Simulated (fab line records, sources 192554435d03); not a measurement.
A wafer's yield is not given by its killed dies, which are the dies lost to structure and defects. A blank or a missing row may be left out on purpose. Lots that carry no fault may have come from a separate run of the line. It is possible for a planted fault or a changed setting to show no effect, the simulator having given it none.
Which tool is to blame? ; flow n5 finfet ; Sampling: 10 lots, 27 wafers, 4 of 1938 route steps

== WHAT EACH GAUGE READ, for each wafer ==
N5_BEOL_M4_RC_MEAS_101.
lot;measured;on;VT_N_LONG (mV)
L189;day 10 20:59;prober-02;273.6 277.5 277.3
L191;day 12 02:29;prober-01;273.2 275.0 274.2
L192;day 11 20:04;prober-01;277.2 273.9 275.1
L193;day 12 16:52;prober-02;275.4 274.8 271.9
L195;day 12 13:42;prober-02;275.5 272.9 270.9
L197;day 12 22:52;prober-02;273.5 274.7 275.4
L201;day 13 09:17;prober-02;275.0 446.2
L203;day 15 11:49;prober-02;274.9 448.1
L205;day 14 17:26;prober-01;276.9 447.7
L210;day 17 04:50;prober-02;275.2 274.1 275.6

== WHAT TOOL EACH LOT RAN ON (gives the tool, then ch and the chambers of the sampled wafers, and finally the start) ==
lot;N5_HKMG_FIN_CVD_62;N5_BEOL_M4_SPUTTER_81;N5_BEOL_M4_ANNEAL_87
L189;thermal cvd si-02 ch 1,2, day 3 23:38;pvd sputter-01, day 10 18:19;pvd sputter-01, day 10 18:37
L191;thermal cvd si-02 ch 0,1, day 4 12:33;pvd sputter-03, day 11 23:55;pvd sputter-03, day 12 00:13
L192;thermal cvd si-01 ch 0,1, day 4 17:38;pvd sputter-03, day 11 17:30;pvd sputter-03, day 11 17:48
L193;thermal cvd si-02 ch 0,2, day 5 02:25;pvd sputter-02, day 12 14:17;pvd sputter-02, day 12 14:35
L195;thermal cvd si-02 ch 1, day 5 14:21;pvd sputter-03, day 12 11:06;pvd sputter-03, day 12 11:24
L197;thermal cvd si-02 ch 0,2, day 5 23:04;pvd sputter-01, day 12 20:08;pvd sputter-01, day 12 20:26
L201;thermal cvd si-02 ch 2, day 7 01:41;pvd sputter-02, day 13 06:35;pvd sputter-02, day 13 06:55
L203;thermal cvd si-02 ch 1,2, day 7 11:20;pvd sputter-02, day 15 07:37;pvd sputter-02, day 15 09:28
L205;thermal cvd si-02 ch 1,2, day 8 02:18;pvd sputter-01, day 14 15:01;pvd sputter-01, day 14 15:19
L210;thermal cvd si-01 ch 0,1, day 9 09:26;pvd sputter-01, day 17 02:24;pvd sputter-01, day 17 02:42
- N5_HKMG_FIN_CVD_62: deposits a-Si from Si2H6, target thk 3 nm, time 20.8 s.
- N5_BEOL_M4_SPUTTER_81: material Cu, target thk 4.5 nm, time 8.29 s.
- N5_BEOL_M4_ANNEAL_87: time 240 s.

== THE ANSWER, worked out from the rows above alone ==
Rule: usual is defined by the lots themselves. Put in order of their means at a reading, lots are off if they are a third of the lots or fewer, leave a main group of 4 or more, and stand apart from it by a gap of 3 or more times the standard deviation of the main group's means; of several such gaps the widest counts. If all means in a main group match to the digits the tables above print for the reading, that group is not used. A lot without any number at a reading at which 4 lots or more have one is off too. Where the step has rows for the other lots, those lots are counted as sound.
Off: L201, L203, L205, seen at N5_BEOL_M4_RC_MEAS_101 (VT_N_LONG). The main group: mean 274.6 mV, standard deviation 0.92.
A tool fits if, at a process step before that reading, it ran every lot that is off, and no sound lot after the first of them. Those tools and the gauges at N5_BEOL_M4_RC_MEAS_101 are tried in the same way. One candidate fits, namely thermal cvd si-02 at N5_HKMG_FIN_CVD_62. Its last sound lot is L197 (day 5 23:04), its first lot that is off L201 (day 7 01:41): a fault that began between those two fits.

== WHAT THE SIMULATOR HAD PUT IN ==
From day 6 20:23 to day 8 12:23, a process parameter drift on thermal cvd si-02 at N5_HKMG_FIN_CVD_62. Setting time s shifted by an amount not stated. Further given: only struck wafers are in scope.
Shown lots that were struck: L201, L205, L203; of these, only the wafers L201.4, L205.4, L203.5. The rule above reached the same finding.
